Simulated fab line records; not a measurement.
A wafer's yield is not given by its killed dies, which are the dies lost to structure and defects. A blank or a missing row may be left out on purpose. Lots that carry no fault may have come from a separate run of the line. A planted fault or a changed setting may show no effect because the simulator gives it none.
Which tool is to blame? :: flow nand_harc :: 11 lots, 33 wafers sampled, at 6 steps of a route of 1302

WHAT EACH GAUGE READ, for each wafer
NHARC_P_M2_OVL_MEAS_10: pitch 340 nm. Usual: overlay_x_nm 0.1 nm, standard deviation 0.79; overlay_y_nm -0.1 nm, standard deviation 0.99.
lot: L336
measured: day 6 10:52
on: overlay-01
overlay_x_nm (nm): -0.6 -0.1 -0.7
overlay_y_nm (nm): 2.1 1.1 2.0
flag: 

lot: L337
measured: day 7 04:24
on: overlay-01
overlay_x_nm (nm): 0.8 0.7 0.0
overlay_y_nm (nm): -0.3 -0.9 -0.9
flag: 

lot: L338
measured: day 7 14:02
on: overlay-01
overlay_x_nm (nm): -0.2 0.1 0.7
overlay_y_nm (nm): -0.3 -0.3 0.0
flag: 

lot: L339
measured: day 7 16:44
on: overlay-02
overlay_x_nm (nm): -0.3 -0.2 -0.1
overlay_y_nm (nm): -1.3 -1.1 -1.5
flag: 

lot: L345
measured: day 10 06:00
on: overlay-02
overlay_x_nm (nm): 41.4 40.5 40.7
overlay_y_nm (nm): 0.7 1.2 0.7
flag: OFF

lot: L348
measured: day 11 08:11
on: overlay-01
overlay_x_nm (nm): 0.3 -0.6 -0.3
overlay_y_nm (nm): 0.2 0.7 0.5
flag: 

lot: L349
measured: day 11 19:17
on: overlay-01
overlay_x_nm (nm): 41.7 42.0 41.1
overlay_y_nm (nm): 0.4 0.3 0.5
flag: OFF

lot: L352
measured: day 13 12:32
on: overlay-01
overlay_x_nm (nm): -1.1 -0.2 -1.0
overlay_y_nm (nm): -0.6 -0.1 -0.7
flag: 

lot: L353
measured: day 13 16:11
on: overlay-02
overlay_x_nm (nm): 0.0 -0.3 0.2
overlay_y_nm (nm): -0.9 -0.9 -0.4
flag: 

lot: L358
measured: day 15 21:10
on: overlay-01
overlay_x_nm (nm): 1.2 1.2 1.7
overlay_y_nm (nm): -0.1 0.0 0.5
flag: 

lot: L359
measured: day 16 09:36
on: overlay-01
overlay_x_nm (nm): 1.1 0.2 1.0
overlay_y_nm (nm): -0.6 -0.7 -0.6
flag: 

NHARC_END_SORT_01. Usual: for defect_limited_yield, 91.4 % with a standard deviation of 2.5; for killed_at_array, 54 with a standard deviation of 17; for killed_at_other, 1.0 with a standard deviation of 1.4; for killed_at_periphery, 3.6 with a standard deviation of 2.1; for killed_dies, 58 with a standard deviation of 17; for killed_open, 3.2 with a standard deviation of 2; for killed_short, 2.5 with a standard deviation of 1.5.
lot: L337
measured: day 25 02:55
on: prober-02
defect_limited_yield (%): 92.2 92.6 90.3
killed_at_array: 49 46 56
killed_at_other: 1 0 3
killed_at_periphery: 3 4 7
killed_dies: 53 50 66
killed_open: 3 4 7
killed_short: 1 1 1
flag: 

lot: L339
measured: day 25 02:53
on: prober-01
defect_limited_yield (%): 92.6 95.3 92.3
killed_at_array: 47 29 45
killed_at_other: 0 0 0
killed_at_periphery: 3 3 7
killed_dies: 50 32 52
killed_open: 5 1 2
killed_short: 2 4 2
flag: 

EACH LOT AND THE TOOL THAT RAN IT (in order: tool; ch and the chambers of the sampled wafers; start)
lot: L336
NHARC_P_M1_ETCH_28: rie_diel-03 ch 0,1,3, day 6 10:39 or earlier
NHARC_P_M2_EXPOSE_06: arfi_scanner-01 ch 0, day 6 10:39
NHARC_P_M2_ETCH_35: rie_diel-08 ch 0,2,3, day 6 11:04
NHARC_P_M2_PRE_CLEAN_30: pvd_sputter-02, no start

lot: L337
NHARC_P_M1_ETCH_28: rie_diel-06 ch 2,3, day 7 04:10 or earlier
NHARC_P_M2_EXPOSE_06: arfi_scanner-03 ch 0, day 7 04:10
NHARC_P_M2_ETCH_35: rie_diel-07 ch 0,3, day 7 04:35
NHARC_P_M2_PRE_CLEAN_30: pvd_sputter-02, day 25 02:55 or earlier

lot: L338
NHARC_P_M1_ETCH_28: rie_diel-03 ch 1,3, day 7 13:49 or earlier
NHARC_P_M2_EXPOSE_06: arfi_scanner-03 ch 0, day 7 13:49
NHARC_P_M2_ETCH_35: rie_diel-08 ch 1,2,3, day 7 14:13
NHARC_P_M2_PRE_CLEAN_30: pvd_sputter-02, no start

lot: L339
NHARC_P_M1_ETCH_28: rie_diel-06 ch 0,1,2, day 7 16:31 or earlier
NHARC_P_M2_EXPOSE_06: arfi_scanner-01 ch 0, day 7 16:31
NHARC_P_M2_ETCH_35: rie_diel-01 ch 1,2,3, day 7 16:56
NHARC_P_M2_PRE_CLEAN_30: pvd_sputter-03, day 25 02:53 or earlier

lot: L345
NHARC_P_M1_ETCH_28: rie_diel-03 ch 0,2,3, day 10 05:47 or earlier
NHARC_P_M2_EXPOSE_06: arfi_scanner-01 ch 0, day 10 05:47
NHARC_P_M2_ETCH_35: rie_diel-01 ch 1,2, day 10 06:11
NHARC_P_M2_PRE_CLEAN_30: pvd_sputter-01, no start

lot: L348
NHARC_P_M1_ETCH_28: rie_diel-06 ch 0,1,3, day 11 07:58 or earlier
NHARC_P_M2_EXPOSE_06: arfi_scanner-02 ch 0, day 11 07:58
NHARC_P_M2_ETCH_35: rie_diel-08 ch 0,1,2, day 11 08:23
NHARC_P_M2_PRE_CLEAN_30: pvd_sputter-02, no start

lot: L349
NHARC_P_M1_ETCH_28: rie_diel-06 ch 0,1,3, day 11 19:04 or earlier
NHARC_P_M2_EXPOSE_06: arfi_scanner-01 ch 0, day 11 19:04
NHARC_P_M2_ETCH_35: rie_diel-01 ch 0,3, day 11 19:28
NHARC_P_M2_PRE_CLEAN_30: pvd_sputter-03, no start

lot: L352
NHARC_P_M1_ETCH_28: rie_diel-03 ch 0,3, day 13 12:19 or earlier
NHARC_P_M2_EXPOSE_06: arfi_scanner-02 ch 0, day 13 12:19
NHARC_P_M2_ETCH_35: rie_diel-08 ch 1,2, day 13 12:43
NHARC_P_M2_PRE_CLEAN_30: pvd_sputter-01, no start

lot: L353
NHARC_P_M1_ETCH_28: rie_diel-06 ch 0,1,3, day 13 15:57 or earlier
NHARC_P_M2_EXPOSE_06: arfi_scanner-02 ch 0, day 13 15:57
NHARC_P_M2_ETCH_35: rie_diel-08 ch 0,2,3, day 13 16:22
NHARC_P_M2_PRE_CLEAN_30: pvd_sputter-02, no start

lot: L358
NHARC_P_M1_ETCH_28: rie_diel-03 ch 0,3, day 15 20:56 or earlier
NHARC_P_M2_EXPOSE_06: arfi_scanner-02 ch 0, day 15 20:56
NHARC_P_M2_ETCH_35: rie_diel-07 ch 0,2,3, day 15 21:22
NHARC_P_M2_PRE_CLEAN_30: pvd_sputter-03, no start

lot: L359
NHARC_P_M1_ETCH_28: rie_diel-03 ch 0,2,3, day 16 09:22 or earlier
NHARC_P_M2_EXPOSE_06: arfi_scanner-03 ch 0, day 16 09:22
NHARC_P_M2_ETCH_35: rie_diel-01 ch 0,2,3, day 16 09:47
NHARC_P_M2_PRE_CLEAN_30: pvd_sputter-02, no start
- NHARC_P_M1_ETCH_28: etches the open film in CF4/N2, target depth 30 nm, time 72.99 s.
- NHARC_P_M2_EXPOSE_06: exposes mask P M2, target cd 170 nm.
- NHARC_P_M2_ETCH_35: etches the open film in N2/H2, target depth 40 nm, overetch 12 nm, time 43.94 s.
- NHARC_P_M2_PRE_CLEAN_30: time 30 s.

WHAT THE TOOLS THEMSELVES READ (means of the sampled wafers that have a number; where no wafer has one, the mark that the record gives instead)
NHARC_P_M1_ETCH_28. Usual: drypump_motor_current_A 5.7 A, standard deviation 0.41; oes_product_au 1.004 a.u., standard deviation 0.0094; rf_vpp_V 314.4 V, standard deviation 2.4; showerhead_plenum_p_Torr 2.65 Torr, standard deviation 0.12; throttle_valve_pct 19.795 %, standard deviation 0.01.
lot: L336
tool: rie_diel-03
drypump_motor_current_A (A): 5.7
oes_product_au (a.u.): 1.000
rf_vpp_V (V): 313.7
showerhead_plenum_p_Torr (Torr): 2.60
throttle_valve_pct (%): 19.791
flag: 

lot: L337
tool: rie_diel-06
drypump_motor_current_A (A): 5.6
oes_product_au (a.u.): 1.002
rf_vpp_V (V): 314.6
showerhead_plenum_p_Torr (Torr): 2.67
throttle_valve_pct (%): 19.800
flag: 

lot: L338
tool: rie_diel-03
drypump_motor_current_A (A): 6.1
oes_product_au (a.u.): 1.001
rf_vpp_V (V): 316.5
showerhead_plenum_p_Torr (Torr): 2.70
throttle_valve_pct (%): 19.801
flag: 

lot: L339
tool: rie_diel-06
drypump_motor_current_A (A): 5.4
oes_product_au (a.u.): 0.998
rf_vpp_V (V): 315.1
showerhead_plenum_p_Torr (Torr): 2.69
throttle_valve_pct (%): 19.795
flag: 

lot: L345
tool: rie_diel-03
drypump_motor_current_A (A): 5.7
oes_product_au (a.u.): 1.007
rf_vpp_V (V): 315.0
showerhead_plenum_p_Torr (Torr): 2.70
throttle_valve_pct (%): 19.790
flag: 

lot: L348
tool: rie_diel-06
drypump_motor_current_A (A): 5.7
oes_product_au (a.u.): 0.996
rf_vpp_V (V): 314.5
showerhead_plenum_p_Torr (Torr): 2.62
throttle_valve_pct (%): 19.792
flag: 

lot: L349
tool: rie_diel-06
drypump_motor_current_A (A): 5.7
oes_product_au (a.u.): 0.999
rf_vpp_V (V): 313.6
showerhead_plenum_p_Torr (Torr): 2.62
throttle_valve_pct (%): 19.799
flag: 

lot: L352
tool: rie_diel-03
drypump_motor_current_A (A): 5.8
oes_product_au (a.u.): 1.003
rf_vpp_V (V): 315.6
showerhead_plenum_p_Torr (Torr): 2.70
throttle_valve_pct (%): 19.796
flag: 

lot: L353
tool: rie_diel-06
drypump_motor_current_A (A): 5.7
oes_product_au (a.u.): 1.008
rf_vpp_V (V): 314.4
showerhead_plenum_p_Torr (Torr): 2.62
throttle_valve_pct (%): 19.799
flag: 

lot: L358
tool: rie_diel-03
drypump_motor_current_A (A): 5.8
oes_product_au (a.u.): 1.000
rf_vpp_V (V): 315.7
showerhead_plenum_p_Torr (Torr): 2.70
throttle_valve_pct (%): 19.786
flag: 

lot: L359
tool: rie_diel-03
drypump_motor_current_A (A): 5.7
oes_product_au (a.u.): 0.999
rf_vpp_V (V): 315.4
showerhead_plenum_p_Torr (Torr): 2.70
throttle_valve_pct (%): 19.789
flag: 

NHARC_P_M2_EXPOSE_06. Usual: exposure_dose_mJ_cm2 80.72, standard deviation 0.086; stage_vel_mm_s 499.98 mm/s, standard deviation 0.27.
lot: L336
tool: arfi_scanner-01
exposure_dose_mJ_cm2: 80.63
stage_vel_mm_s (mm/s): 499.88
flag: 

lot: L337
tool: arfi_scanner-03
exposure_dose_mJ_cm2: 80.72
stage_vel_mm_s (mm/s): 499.74
flag: 

lot: L338
tool: arfi_scanner-03
exposure_dose_mJ_cm2: 80.75
stage_vel_mm_s (mm/s): 500.11
flag: 

lot: L339
tool: arfi_scanner-01
exposure_dose_mJ_cm2: 80.65
stage_vel_mm_s (mm/s): 499.61
flag: 

lot: L345
tool: arfi_scanner-01
exposure_dose_mJ_cm2: 80.79
stage_vel_mm_s (mm/s): 500.07
flag: 

lot: L348
tool: arfi_scanner-02
exposure_dose_mJ_cm2: 80.66
stage_vel_mm_s (mm/s): 499.94
flag: 

lot: L349
tool: arfi_scanner-01
exposure_dose_mJ_cm2: 80.89
stage_vel_mm_s (mm/s): 499.95
flag: 

lot: L352
tool: arfi_scanner-02
exposure_dose_mJ_cm2: 80.67
stage_vel_mm_s (mm/s): 499.89
flag: 

lot: L353
tool: arfi_scanner-02
exposure_dose_mJ_cm2: 80.75
stage_vel_mm_s (mm/s): 500.10
flag: 

lot: L358
tool: arfi_scanner-02
exposure_dose_mJ_cm2: 80.72
stage_vel_mm_s (mm/s): 499.93
flag: 

lot: L359
tool: arfi_scanner-03
exposure_dose_mJ_cm2: 80.76
stage_vel_mm_s (mm/s): 499.87
flag: 

NHARC_P_M2_ETCH_35. Usual: drypump_motor_current_A 5.3 A, standard deviation 0.37; oes_product_au 1.003 a.u., standard deviation 0.012; rf_vpp_V 431 V, standard deviation 3.2; showerhead_plenum_p_Torr 2.05 Torr, standard deviation 0.11; throttle_valve_pct 14.172 %, standard deviation 0.0086.
lot: L336
tool: rie_diel-08
drypump_motor_current_A (A): 5.4
oes_product_au (a.u.): 1.011
rf_vpp_V (V): 430
showerhead_plenum_p_Torr (Torr): 2.03
throttle_valve_pct (%): 14.174
flag: 

lot: L337
tool: rie_diel-07
drypump_motor_current_A (A): 5.3
oes_product_au (a.u.): 0.988
rf_vpp_V (V): 432
showerhead_plenum_p_Torr (Torr): 2.10
throttle_valve_pct (%): 14.177
flag: 

lot: L338
tool: rie_diel-08
drypump_motor_current_A (A): 5.0
oes_product_au (a.u.): 1.004
rf_vpp_V (V): 430
showerhead_plenum_p_Torr (Torr): 2.04
throttle_valve_pct (%): 14.168
flag: 

lot: L339
tool: rie_diel-01
drypump_motor_current_A (A): 5.2
oes_product_au (a.u.): 1.004
rf_vpp_V (V): 433
showerhead_plenum_p_Torr (Torr): 2.09
throttle_valve_pct (%): 14.173
flag: 

lot: L345
tool: rie_diel-01
drypump_motor_current_A (A): 5.5
oes_product_au (a.u.): 1.012
rf_vpp_V (V): 429
showerhead_plenum_p_Torr (Torr): 1.99
throttle_valve_pct (%): 14.175
flag: 

lot: L348
tool: rie_diel-08
drypump_motor_current_A (A): 5.4
oes_product_au (a.u.): 1.003
rf_vpp_V (V): 428
showerhead_plenum_p_Torr (Torr): 1.97
throttle_valve_pct (%): 14.176
flag: 

lot: L349
tool: rie_diel-01
drypump_motor_current_A (A): 5.0
oes_product_au (a.u.): 1.006
rf_vpp_V (V): 434
showerhead_plenum_p_Torr (Torr): 2.16
throttle_valve_pct (%): 14.176
flag: 

lot: L352
tool: rie_diel-08
drypump_motor_current_A (A): 5.2
oes_product_au (a.u.): 0.997
rf_vpp_V (V): 431
showerhead_plenum_p_Torr (Torr): 2.04
throttle_valve_pct (%): 14.172
flag: 

lot: L353
tool: rie_diel-08
drypump_motor_current_A (A): 5.4
oes_product_au (a.u.): 1.018
rf_vpp_V (V): 431
showerhead_plenum_p_Torr (Torr): 2.03
throttle_valve_pct (%): 14.174
flag: 

lot: L358
tool: rie_diel-07
drypump_motor_current_A (A): 5.5
oes_product_au (a.u.): 0.998
rf_vpp_V (V): 433
showerhead_plenum_p_Torr (Torr): 2.09
throttle_valve_pct (%): 14.172
flag: 

lot: L359
tool: rie_diel-01
drypump_motor_current_A (A): 5.3
oes_product_au (a.u.): 1.002
rf_vpp_V (V): 431
showerhead_plenum_p_Torr (Torr): 2.06
throttle_valve_pct (%): 14.171
flag: 

NHARC_P_M2_PRE_CLEAN_30. Usual: heater_power_w at 393 W, with a standard deviation of 25.
lot: L336
tool: pvd_sputter-02
heater_power_w (W): 394
flag: 

lot: L337
tool: pvd_sputter-02
heater_power_w (W): 400
flag: 

lot: L338
tool: pvd_sputter-02
heater_power_w (W): 394
flag: 

lot: L339
tool: pvd_sputter-03
heater_power_w (W): 407
flag: 

lot: L345
tool: pvd_sputter-01
heater_power_w (W): 382
flag: 

lot: L348
tool: pvd_sputter-02
heater_power_w (W): 390
flag: 

lot: L349
tool: pvd_sputter-03
heater_power_w (W): 409
flag: 

lot: L352
tool: pvd_sputter-01
heater_power_w (W): 359
flag: 

lot: L353
tool: pvd_sputter-02
heater_power_w (W): 395
flag: 

lot: L358
tool: pvd_sputter-03
heater_power_w (W): 386
flag: 

lot: L359
tool: pvd_sputter-02
heater_power_w (W): 405
flag: 

THE ANSWER, worked out from the rows above alone
Rule: take the mean of a lot's wafers that have a number; if it is more than 3 standard deviations from the usual mean, the lot is off. Also off: a lot with no number at a reading for which 4 or more lots have one. Any other lot the step has rows for is counted as sound. After the gauges, taken in route order, come the tools' own readings; for these a lot's mean is taken, as printed above. The first step at which some lot is off is used, and at that step the reading that is off furthest; a lot without a number counts as furthest.
Off: L345, L349, at NHARC_P_M2_OVL_MEAS_10 (overlay_x_nm).
If a tool, at a process step before that reading, ran all the lots that are off and no sound lot after the first of them, it fits. The gauges at NHARC_P_M2_OVL_MEAS_10 are tried like those tools. With no start given for some of its lots, NHARC_P_M1_ETCH_28 uses the hours and lot order of NHARC_P_M2_EXPOSE_06. One candidate fits, namely arfi_scanner-01 at NHARC_P_M2_EXPOSE_06. Its last sound lot is L339 (day 7 16:31), its first lot that is off L345 (day 10 05:47): a fault that began between those two fits.

WHAT HAD BEEN PUT IN BY THE SIMULATOR
Scanner matching overlay: arfi_scanner-01, from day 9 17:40 on, at NHARC_P_M2_EXPOSE_06. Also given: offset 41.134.
Lots struck among those shown: L345, L349. Same finding as the rule above.
